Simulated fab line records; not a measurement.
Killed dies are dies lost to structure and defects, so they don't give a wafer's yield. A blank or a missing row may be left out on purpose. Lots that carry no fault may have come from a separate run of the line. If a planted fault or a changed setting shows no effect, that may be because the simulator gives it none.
The tool behind it: which one? :: flow nand harc :: 72 wafers from 24 lots sampled at 4 of the route's 1159 steps

WHAT THE GAUGES SHOWED, per wafer
NHARC_A_CONTACT_CD_MEAS_53.
lot: L074
measured: day 16 13:01
on: cd sem-03
cd nm (nm): 189.4 190.2 189.3

lot: L076
measured: day 16 21:32
on: cd sem-01
cd nm (nm): 190.0 190.4 189.8

lot: L075
measured: day 16 22:34
on: cd sem-02
cd nm (nm): 190.4 189.8 190.3

lot: L077
measured: day 17 04:38
on: cd sem-01
cd nm (nm): 189.5 190.0 190.1

lot: L079
measured: day 17 04:17
on: cd sem-03
cd nm (nm): 190.1 190.7 190.2

lot: L078
measured: day 17 22:13
on: cd sem-03
cd nm (nm): 189.4 189.5 189.6

lot: L081
measured: day 18 04:34
on: cd sem-03
cd nm (nm): 189.8 189.1 189.2

lot: L082
measured: day 18 05:44
on: cd sem-02
cd nm (nm): 190.1 189.6 189.6

lot: L080
measured: day 18 14:03
on: cd sem-01
cd nm (nm): 189.5 189.7 190.5

lot: L084
measured: day 18 13:02
on: cd sem-01
cd nm (nm): 189.9 189.1 189.4

lot: L083
measured: day 18 20:31
on: cd sem-03
cd nm (nm): 190.0 189.4 189.6

lot: L085
measured: day 19 10:31
on: cd sem-01
cd nm (nm): 189.9 190.9 190.8

lot: L088
measured: day 19 11:18
on: cd sem-02
cd nm (nm): 190.8 190.7 190.9

lot: L087
measured: day 19 15:22
on: cd sem-02
cd nm (nm): 190.1 189.4 190.2

lot: L086
measured: day 20 00:49
on: cd sem-03
cd nm (nm): 189.9 190.3 189.8

lot: L089
measured: day 20 00:58
on: cd sem-01
cd nm (nm): 189.9 191.4 191.4

lot: L091
measured: day 20 14:27
on: cd sem-01
cd nm (nm): 189.8 189.6 189.9

lot: L090
measured: day 20 15:19
on: cd sem-03
cd nm (nm): 190.3 190.0 189.8

lot: L092
measured: day 20 18:28
on: cd sem-02
cd nm (nm): 190.0 190.0 189.9

lot: L093
measured: day 20 19:35
on: cd sem-03
cd nm (nm): 189.8 190.4 190.2

lot: L094
measured: day 22 02:08
on: cd sem-02
cd nm (nm): 188.9 189.0 189.7

lot: L095
measured: day 22 06:16
on: cd sem-03
cd nm (nm): 189.4 190.6 189.7

lot: L096
measured: day 22 09:02
on: cd sem-02
cd nm (nm): 191.1 190.4 190.8

lot: L097
measured: day 22 11:41
on: cd sem-01
cd nm (nm): 191.2 190.1 190.6

WHAT TOOL EACH LOT RAN ON (gives the tool, then ch and the chambers of the sampled wafers, and finally the start)
lot: L074
NHARC_A_CONTACT_DEP_24: pecvd-02 ch 1,2, day 16 04:59
NHARC_A_CONTACT_ETCH_112: har cap etch-01 ch 0,1, day 16 11:12
NHARC_A_CONTACT_ETCH_121: har cap etch-01 ch 0,1, day 16 12:01

lot: L076
NHARC_A_CONTACT_DEP_24: pecvd-03 ch 0,2, day 16 14:38
NHARC_A_CONTACT_ETCH_112: har cap etch-01 ch 0,1, day 16 19:44
NHARC_A_CONTACT_ETCH_121: har cap etch-01 ch 0,1, day 16 20:34

lot: L075
NHARC_A_CONTACT_DEP_24: pecvd-02 ch 0,2, day 16 14:50
NHARC_A_CONTACT_ETCH_112: har cap etch-03 ch 0,1, day 16 20:44
NHARC_A_CONTACT_ETCH_121: har cap etch-03 ch 0,1, day 16 21:33

lot: L077
NHARC_A_CONTACT_DEP_24: pecvd-03 ch 0,1,2, day 16 20:17
NHARC_A_CONTACT_ETCH_112: har cap etch-03 ch 0, day 17 02:48
NHARC_A_CONTACT_ETCH_121: har cap etch-03 ch 0, day 17 03:37

lot: L079
NHARC_A_CONTACT_DEP_24: pecvd-02 ch 0,2, day 16 20:22
NHARC_A_CONTACT_ETCH_112: har cap etch-02 ch 0,1, day 17 02:28
NHARC_A_CONTACT_ETCH_121: har cap etch-02 ch 0,1, day 17 03:16

lot: L078
NHARC_A_CONTACT_DEP_24: pecvd-02 ch 0,1,2, day 17 14:29
NHARC_A_CONTACT_ETCH_112: har cap etch-03 ch 0,1, day 17 20:23
NHARC_A_CONTACT_ETCH_121: har cap etch-03 ch 0,1, day 17 21:13

lot: L081
NHARC_A_CONTACT_DEP_24: pecvd-03 ch 0,1,2, day 17 20:34
NHARC_A_CONTACT_ETCH_112: har cap etch-02 ch 0,1, day 18 02:46
NHARC_A_CONTACT_ETCH_121: har cap etch-02 ch 0,1, day 18 03:35

lot: L082
NHARC_A_CONTACT_DEP_24: pecvd-02 ch 1,2, day 17 20:50
NHARC_A_CONTACT_ETCH_112: har cap etch-01 ch 0,1, day 18 03:50
NHARC_A_CONTACT_ETCH_121: har cap etch-01 ch 0,1, day 18 04:38

lot: L080
NHARC_A_CONTACT_DEP_24: pecvd-04 ch 0,1,2, day 18 03:32
NHARC_A_CONTACT_ETCH_112: har cap etch-01 ch 0,1, day 18 12:11
NHARC_A_CONTACT_ETCH_121: har cap etch-01 ch 0,1, day 18 13:00

lot: L084
NHARC_A_CONTACT_DEP_24: pecvd-02 ch 0,1,2, day 18 03:34
NHARC_A_CONTACT_ETCH_112: har cap etch-02 ch 0,1, day 18 11:10
NHARC_A_CONTACT_ETCH_121: har cap etch-02 ch 0,1, day 18 11:59

lot: L083
NHARC_A_CONTACT_DEP_24: pecvd-03 ch 1,2, day 18 11:51
NHARC_A_CONTACT_ETCH_112: har cap etch-01 ch 1, day 18 18:40
NHARC_A_CONTACT_ETCH_121: har cap etch-01 ch 1, day 18 19:29

lot: L085
NHARC_A_CONTACT_DEP_24: pecvd-03 ch 0,1,2, day 19 03:10
NHARC_A_CONTACT_ETCH_112: har cap etch-02 ch 0,1, day 19 08:42
NHARC_A_CONTACT_ETCH_121: har cap etch-02 ch 0,1, day 19 09:31

lot: L088
NHARC_A_CONTACT_DEP_24: pecvd-02 ch 0,1, day 19 03:28
NHARC_A_CONTACT_ETCH_112: har cap etch-01 ch 0,1, day 19 08:59
NHARC_A_CONTACT_ETCH_121: har cap etch-01 ch 0,1, day 19 10:04

lot: L087
NHARC_A_CONTACT_DEP_24: pecvd-02 ch 0,1, day 19 07:43
NHARC_A_CONTACT_ETCH_112: har cap etch-03 ch 0,1, day 19 13:02
NHARC_A_CONTACT_ETCH_121: har cap etch-03 ch 0,1, day 19 14:08

lot: L086
NHARC_A_CONTACT_DEP_24: pecvd-03 ch 0,1,2, day 19 17:53
NHARC_A_CONTACT_ETCH_112: har cap etch-01 ch 0,1, day 19 23:00
NHARC_A_CONTACT_ETCH_121: har cap etch-01 ch 0,1, day 19 23:49

lot: L089
NHARC_A_CONTACT_DEP_24: pecvd-02 ch 0,1,2, day 19 17:55
NHARC_A_CONTACT_ETCH_112: har cap etch-03 ch 0,1, day 19 23:09
NHARC_A_CONTACT_ETCH_121: har cap etch-03 ch 0,1, day 19 23:58

lot: L091
NHARC_A_CONTACT_DEP_24: pecvd-02 ch 1,2, day 20 05:29
NHARC_A_CONTACT_ETCH_112: har cap etch-01 ch 0,1, day 20 12:38
NHARC_A_CONTACT_ETCH_121: har cap etch-01 ch 0,1, day 20 13:27

lot: L090
NHARC_A_CONTACT_DEP_24: pecvd-03 ch 1,2, day 20 05:36
NHARC_A_CONTACT_ETCH_112: har cap etch-03 ch 0,1, day 20 13:28
NHARC_A_CONTACT_ETCH_121: har cap etch-03 ch 0,1, day 20 14:17

lot: L092
NHARC_A_CONTACT_DEP_24: pecvd-03 ch 0,1,2, day 20 10:35
NHARC_A_CONTACT_ETCH_112: har cap etch-02 ch 0, day 20 16:40
NHARC_A_CONTACT_ETCH_121: har cap etch-02 ch 0, day 20 17:28

lot: L093
NHARC_A_CONTACT_DEP_24: pecvd-04 ch 0,1,2, day 20 10:44
NHARC_A_CONTACT_ETCH_112: har cap etch-01 ch 0,1, day 20 17:46
NHARC_A_CONTACT_ETCH_121: har cap etch-01 ch 0,1, day 20 18:35

lot: L094
NHARC_A_CONTACT_DEP_24: pecvd-02 ch 0,2, day 21 19:09
NHARC_A_CONTACT_ETCH_112: har cap etch-02 ch 0,1, day 22 00:17
NHARC_A_CONTACT_ETCH_121: har cap etch-02 ch 0,1, day 22 01:07

lot: L095
NHARC_A_CONTACT_DEP_24: pecvd-02 ch 0,2, day 21 23:28
NHARC_A_CONTACT_ETCH_112: har cap etch-01 ch 0,1, day 22 04:26
NHARC_A_CONTACT_ETCH_121: har cap etch-01 ch 0,1, day 22 05:16

lot: L096
NHARC_A_CONTACT_DEP_24: pecvd-02 ch 0,1, day 22 00:24
NHARC_A_CONTACT_ETCH_112: har cap etch-03 ch 0,1, day 22 06:47
NHARC_A_CONTACT_ETCH_121: har cap etch-03 ch 0,1, day 22 07:36

lot: L097
NHARC_A_CONTACT_DEP_24: pecvd-03 ch 0,2, day 22 03:40
NHARC_A_CONTACT_ETCH_112: har cap etch-01 ch 0,1, day 22 09:46
NHARC_A_CONTACT_ETCH_121: har cap etch-01 ch 0,1, day 22 10:35
- NHARC_A_CONTACT_DEP_24: deposits SiO2, target thk 500 nm.
- NHARC_A_CONTACT_ETCH_112: etches the open film in C4F8/O2/Ar, time 94 s, target depth 922 nm.
- NHARC_A_CONTACT_ETCH_121: etches the open film in C4F8/O2/Ar, time 94 s, target depth 922 nm.

WHAT THE TOOLS THEMSELVES READ (means of the sampled wafers that have a number; where no wafer has one, the mark that the record gives instead)
NHARC_A_CONTACT_DEP_24.
lot: L074
tool: pecvd-02
heater power w (W): 623
showerhead vpp V (V): 1867
throttle valve pct (%): 15.6

lot: L076
tool: pecvd-03
heater power w (W): 600
showerhead vpp V (V): 1802
throttle valve pct (%): 15.7

lot: L075
tool: pecvd-02
heater power w (W): 623
showerhead vpp V (V): 1899
throttle valve pct (%): 15.7

lot: L077
tool: pecvd-03
heater power w (W): 594
showerhead vpp V (V): 1802
throttle valve pct (%): 15.7

lot: L079
tool: pecvd-02
heater power w (W): 530
showerhead vpp V (V): 1888
throttle valve pct (%): 15.4

lot: L078
tool: pecvd-02
heater power w (W): 510
showerhead vpp V (V): 1864
throttle valve pct (%): 15.8

lot: L081
tool: pecvd-03
heater power w (W): 554
showerhead vpp V (V): 1798
throttle valve pct (%): 15.9

lot: L082
tool: pecvd-02
heater power w (W): 578
showerhead vpp V (V): 1831
throttle valve pct (%): 15.8

lot: L080
tool: pecvd-04
heater power w (W): 563
showerhead vpp V (V): 1951
throttle valve pct (%): 15.6

lot: L084
tool: pecvd-02
heater power w (W): 533
showerhead vpp V (V): 1880
throttle valve pct (%): 15.7

lot: L083
tool: pecvd-03
heater power w (W): 625
showerhead vpp V (V): 1815
throttle valve pct (%): 15.9

lot: L085
tool: pecvd-03
heater power w (W): 565
showerhead vpp V (V): 1803
throttle valve pct (%): 15.8

lot: L088
tool: pecvd-02
heater power w (W): 446
showerhead vpp V (V): 1834
throttle valve pct (%): 15.5

lot: L087
tool: pecvd-02
heater power w (W): 437
showerhead vpp V (V): 1836
throttle valve pct (%): 15.6

lot: L086
tool: pecvd-03
heater power w (W): 595
showerhead vpp V (V): 1800
throttle valve pct (%): 16.0

lot: L089
tool: pecvd-02
heater power w (W): 579
showerhead vpp V (V): 1860
throttle valve pct (%): 15.8

lot: L091
tool: pecvd-02
heater power w (W): 628
showerhead vpp V (V): 1874
throttle valve pct (%): 16.0

lot: L090
tool: pecvd-03
heater power w (W): 555
showerhead vpp V (V): 1827
throttle valve pct (%): 16.1

lot: L092
tool: pecvd-03
heater power w (W): 583
showerhead vpp V (V): 1806
throttle valve pct (%): 16.1

lot: L093
tool: pecvd-04
heater power w (W): 544
showerhead vpp V (V): 1950
throttle valve pct (%): 15.8

lot: L094
tool: pecvd-02
heater power w (W): 624
showerhead vpp V (V): 1910
throttle valve pct (%): 15.8

lot: L095
tool: pecvd-02
heater power w (W): 636
showerhead vpp V (V): 1897
throttle valve pct (%): 16.0

lot: L096
tool: pecvd-02
heater power w (W): 511
showerhead vpp V (V): 1814
throttle valve pct (%): 15.8

lot: L097
tool: pecvd-03
heater power w (W): 527
showerhead vpp V (V): 1776
throttle valve pct (%): 15.4

THE ANSWER, worked out from the rows above alone
Rule: the lots themselves supply what counts as usual. Put in order of their means at a reading, lots are off if they are a third of the lots or fewer, leave a main group of 4 or more, and stand apart from it by a gap of 3 or more times the standard deviation of the main group's means; of several such gaps the widest counts. If all means in a main group match to the digits the tables above print for the reading, that group is not used. A lot without any number at a reading at which 4 lots or more have one is off too. All remaining lots with rows at the step are treated as sound. After the gauges, taken in route order, come the tools' own readings; for these a lot's mean is taken, as printed above. At the first step where some lot is off, the reading lying furthest off is the one used; lots without a number count as furthest.
Across all readings shown, no lot is off: no conclusion can be drawn from this.

WHAT HAD BEEN PUT IN BY THE SIMULATOR
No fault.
